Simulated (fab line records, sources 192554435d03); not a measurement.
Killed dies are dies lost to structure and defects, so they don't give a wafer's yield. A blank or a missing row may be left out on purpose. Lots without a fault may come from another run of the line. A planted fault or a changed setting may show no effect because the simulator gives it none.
A struck lot beside a sound one | flow n5_finfet | 37 steps out of a route of 1938
Sound: wafers L318.2, L318.3, L318.6. Struck: wafer L320.5. (L320.1, L320.6 of the same lot were not struck and are left out.) The cause comes at the end.
At each step with rows: each side's tool, then ch and its chambers, then its first start. Under that, the readings that differ: sound wafers | struck wafers | difference of the means | sigmas: that difference in standard deviations of wafers without a fault.
alike: readings whose means differ by less than 2 such deviations, and words and numbers that are the same on both sides. not compared: withheld readings, readings that some wafer has no value for, bounds like >300 that may hide the same value, and numbers for which the record gives no deviation and whose values overlap.
The two part at a step that has a row with sigmas, a row that says differs or no value, or rows on one side only. Numbers that don't overlap but have no deviation are shown without sigmas and don't part them. A reading that every wafer of one side lacks parts them only if that side has two wafers or more.

first, 9 steps without rows for these wafers: N5_BEOL_M4_ANNEAL_95 (time 240 s); N5_BEOL_M4_SPUTTER_96 (material Cu, target thk 4.5 nm, time 8.29 s); N5_BEOL_M4_ECD_50 (material Cu, target thk 300 nm); N5_BEOL_M4_ANNEAL_51 (time 90 s); N5_BEOL_M4_CMP_52 (polishes, stops on SiOC, t overpolish 6.8 s, target thk 40 nm); N5_BEOL_M4_PRE_CLEAN_60 (time 15 s); N5_BEOL_M4_CO_CAP_55 (material Co, precursor CCTBA/H2, target thk 2 nm, time 102.1 s); N5_BEOL_M4_PRE_CLEAN_56 (time 15 s); N5_BEOL_M4_DEP_57 (deposits SiCN from 3MS/NH3, target thk 8 nm, time 14 s).
N5_BEOL_M4_RC_MEAS_101:
  sound on prober-01 ch 0, day 13 16:00; struck on prober-02 ch 0, day 13 09:08
  alike: DIBL_N, DIBL_P, IOFF_N, IOFF_P, ION_N, ION_P, SS_N, SS_P, VT_N, VT_P
then, 24 steps without rows for these wafers: N5_BEOL_M5_ILD_DEP_00 (deposits SiCOH lowk from DEMS/porogen, target thk 140.64 nm, time 25.9 s); N5_BEOL_M5_CURE_79 (cures SiCOH lowk, time 240 s); N5_BEOL_M5_PECVD_70 (deposits SiO2 from TEOS/O2, target thk 16 nm, time 18 s); N5_BEOL_M5_HM_DEP_02 (deposits TiN, target thk 20 nm); N5_BEOL_M5_COAT_59 (time 60 s, resist thk 60 nm); N5_BEOL_M5_COAT_60 (time 60 s, resist thk 12 nm); N5_BEOL_M5_COAT_71 (time 60 s, resist thk 5 nm); N5_BEOL_M5_COAT_05 (resist thk 30 nm); N5_BEOL_M5_EBR_07; N5_BEOL_M5_SOFTBAKE_06 (time 60 s); N5_BEOL_M5_EXPOSE_08 (exposes mask M5, target cd 28 nm); N5_BEOL_M5_PEB_09 (peb time 60 s); N5_BEOL_M5_DEVELOP_10 (develop time 30 s); N5_BEOL_M5_DESCUM_16 (chemistry O2, time 7 s); N5_BEOL_M5_ETCH_72 (etches underlayer in N2/H2, target depth 6.5 nm, time 5.2 s); N5_BEOL_M5_ETCH_61 (etches SiARC in CF4, target depth 15.6 nm, time 26 s); N5_BEOL_M5_ETCH_62 (etches SOC in N2/H2, target depth 75 nm, overetch 15 nm, time 112.5 s); N5_BEOL_M5_STRIP_63 (strips in N2/H2); N5_BEOL_M5_STRIP_73 (strips in N2/H2); N5_BEOL_M5_STRIP_64 (strips in CF4); N5_BEOL_M5_HM_OPEN_17 (chemistry Cl2/BCl3, target TiN, target depth 20 nm, overetch 6 nm); N5_BEOL_M5_STRIP_19 (strips in O2); N5_BEOL_M5_COAT_65 (time 60 s, resist thk 60 nm); N5_BEOL_M5_COAT_66 (time 60 s, resist thk 12 nm).
N5_BEOL_M6_HM_OPEN_17: chemistry Cl2/BCl3, target TiN, target depth 20 nm, overetch 6 nm.
  sound on rie_metal-03 ch 0,1, day 14 17:29; struck on rie_metal-01 ch 0, day 14 02:17
  reading                                  | sound             | struck | difference | sigmas
  model.SOC_of_BEOL_M6_COAT_59.thk_nm (nm) | 92 91.4 91.8      | 94.6   | +2.9       |
  model.etch.depth_nm (nm)                 | 20.19 19.81 19.96 | 18.5   | -1.5       |
  alike: drypump_motor_current_A, oes_product_au, throttle_valve_pct
  not compared: rf_hours_counter_h
N5_BEOL_M6_OCD_MEAS_38:
  sound on ocd-01, day 14 18:56; struck on ocd-02, day 14 04:29
  reading              | sound          | struck | difference | sigmas
  trench_depth_nm (nm) | 96.3 94.7 94.4 | 63.9   | -31.2      | -14
-- the record jumps here: 5 days lie between the struck wafers' starts before and after (it left off in module BEOL_M6 and takes up again in module PASSIVATION, whose first step shown is number 1936 of the route) --
N5_PASSIVATION_PROBE_49:
  sound on prober-01, day 19 03:35; struck on prober-02, day 18 21:20
  reading                  | sound          | struck | difference | sigmas
  defect_limited_yield (%) | 87.7 90.1 89.4 | 62.0   | -27.1      | -17
  killed_at_M4_up          | 15 12 13       | 357    | +344       | +61
  killed_dies              | 145 117 125    | 448    | +319       | +17
  killed_on_rim            | 17 12 14       | 84     | +70        | +16
  sort_bin_5_function (%)  | 6.0 5.8 6.1    | 34.7   | +28.7      | +29
  sort_n_pass              | 1035 1063 1055 | 732    | -319       | -16
  sort_yield_pct (%)       | 87.7 90.1 89.4 | 62.0   | -27.1      | -16
  alike: killed_at_M0_to_M3, killed_at_contacts, killed_at_front_end, killed_at_other, killed_open, killed_short, sort_bin_4_leakage, sort_bin_6_memory

WHERE THEY PART
First at N5_BEOL_M6_OCD_MEAS_38; last, within this record, at N5_PASSIVATION_PROBE_49.

WHY: what the simulator had put in
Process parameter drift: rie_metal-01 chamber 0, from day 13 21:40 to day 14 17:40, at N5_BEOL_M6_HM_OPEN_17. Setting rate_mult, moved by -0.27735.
